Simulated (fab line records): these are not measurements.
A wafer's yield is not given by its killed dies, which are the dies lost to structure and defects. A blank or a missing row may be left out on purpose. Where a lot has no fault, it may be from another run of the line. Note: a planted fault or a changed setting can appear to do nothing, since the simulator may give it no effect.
A struck lot beside a sound one / flow n5Finfet / 14 out of 1938 route steps
Sound: these wafers, L550.1, L550.2, L550.4. Wafers L559.3, L559.5, L559.6 were the ones struck. The cause is given at the end.
Per side, at each step with rows, come the tool, then ch with its chambers, and then its first start. Under that, the readings that differ: sound wafers / struck wafers / difference of the means / sigmas: that difference in standard deviations of wafers without a fault.
alike: same words and numbers on both sides, and readings whose means sit less than 2 such deviations apart. not compared: any withheld reading, any reading some wafer has no value for, any bound like >300 that may hide the same value, and any number with overlapping values for which the record gives no deviation.
The two part at a step that has a row with sigmas, a row that says differs or no value, or rows on one side only. Numbers that don't overlap but have no deviation are shown without sigmas and don't part them. Lack of a reading on every wafer of one side parts them only where that side has two or more wafers.

first, 1 step without rows for these wafers: N5_BEOL_M15_HARDBAKE_14 (time 120 s).
N5_BEOL_M15_CD_MEAS_10: the cd target is 360 nm.
  sound on cdSem-02 ch 0, day 12 04:46; struck on cdSem-02 ch 0, day 14 07:32
  alike: cdNm
N5_BEOL_M15_OVL_MEAS_11:
  sound on overlay-02 ch 0, day 12 04:48; struck on overlay-01 ch 0, day 14 07:34
reading=V14_OVL (nm); sound=2 -2 -7; struck=11 5 8; difference=+10; sigmas=+2
N5_BEOL_M15_INSPECT_12: inspects for defects (macro).
  sound: defectInspect-01 at day 12 04:49; struck: defectInspect-02 at day 14 07:49
  alike: rawDefectCount
N5_BEOL_M15_DESCUM_15: chemistry O2, time 7.9 s.
  sound on rieDiel-05 ch 0,1,3, day 12 04:52; struck on rieDiel-01 ch 0,3, day 14 07:51
  alike: drypumpMotorCurrentA, oesProductAu, rfVppV, showerheadPlenumPTorr, throttleValvePct
  not compared: rfHoursCounterH
then, 1 step without rows for these wafers: N5_BEOL_M15_ETCH_59 (etches BARC in N2/H2, target depth 89 nm, overetch 26.7 nm, time 67.9 s).
N5_BEOL_M15_VIA_ETCH_16: etches SiO2 in C4F8/O2/Ar, target depth 1792.2 nm.
  sound on rieDiel-05 ch 0,1,3, day 12 04:56; struck on rieDiel-01 ch 0,3, day 14 07:56
  alike: drypumpMotorCurrentA, oesProductAu, rfVppV, showerheadPlenumPTorr, throttleValvePct
N5_BEOL_M15_STRIP_63: strips in O2.
  sound: rieDiel-05 ch 0,1,3; struck: rieDiel-01 ch 0,3
  alike: drypumpMotorCurrentA, oesProductAu, rfVppV, showerheadPlenumPTorr, throttleValvePct
  not compared: rfHoursCounterH
N5_BEOL_M15_STRIP_64: strips in O2.
  sound: rieDiel-05 ch 0,1,3; struck: rieDiel-01 ch 0,3
reading=rfVppV (V); sound=4.5 4.2 3.9; struck=3.6 2.8 2.8; difference=-1.1; sigmas=-2
  alike: drypumpMotorCurrentA, oesProductAu, showerheadPlenumPTorr, throttleValvePct
  not compared: rfHoursCounterH
then, 2 steps without rows for these wafers: N5_BEOL_M15_STRIP_65 (strips in post etch residue remover, time 60 s); N5_BEOL_M15_SRD_66 (time 30 s, dry time 30 s).
N5_BEOL_M15_CD_MEAS_17: the cd target is 360 nm.
  sound: cdSem-02 at day 12 05:21; struck: cdSem-03 at day 14 08:21
  alike: cdNm
N5_BEOL_M15_COAT_56: time 60 s, resist thk 550 nm.
  sound on lithoTrack-01 ch 0, day 12 05:23; struck on lithoTrack-01 ch 0, day 14 08:23
reading=spinSpeedRpm (rpm); sound=1498.8 1499.8 1498.4; struck=1444.7 1442.4 1443.0; difference=-55.6; sigmas=-56
reading=model.SOC_of_BEOL_M15_COAT_56.thkNm (nm); sound=548.8 549.4 549.4; struck=563.8 563 561.6; difference=+13.6; sigmas=
  alike: plateTempC
N5_BEOL_M15_ETCH_57: etches SOC in N2/H2, time 750 s.
  sound on rieDiel-06 ch 2,3, day 12 05:34; struck on rieDiel-01 ch 2,3, day 14 08:27
  alike: drypumpMotorCurrentA, oesProductAu, rfVppV, showerheadPlenumPTorr, throttleValvePct
  not compared: rfHoursCounterH

## WHERE THEY PART
Last at N5_BEOL_M15_COAT_56 as far as this record goes, first at N5_BEOL_M15_OVL_MEAS_11. Later steps at which nothing parts them and some readings are alike: N5_BEOL_M15_ETCH_57.

WHY: what had been put in by the simulator
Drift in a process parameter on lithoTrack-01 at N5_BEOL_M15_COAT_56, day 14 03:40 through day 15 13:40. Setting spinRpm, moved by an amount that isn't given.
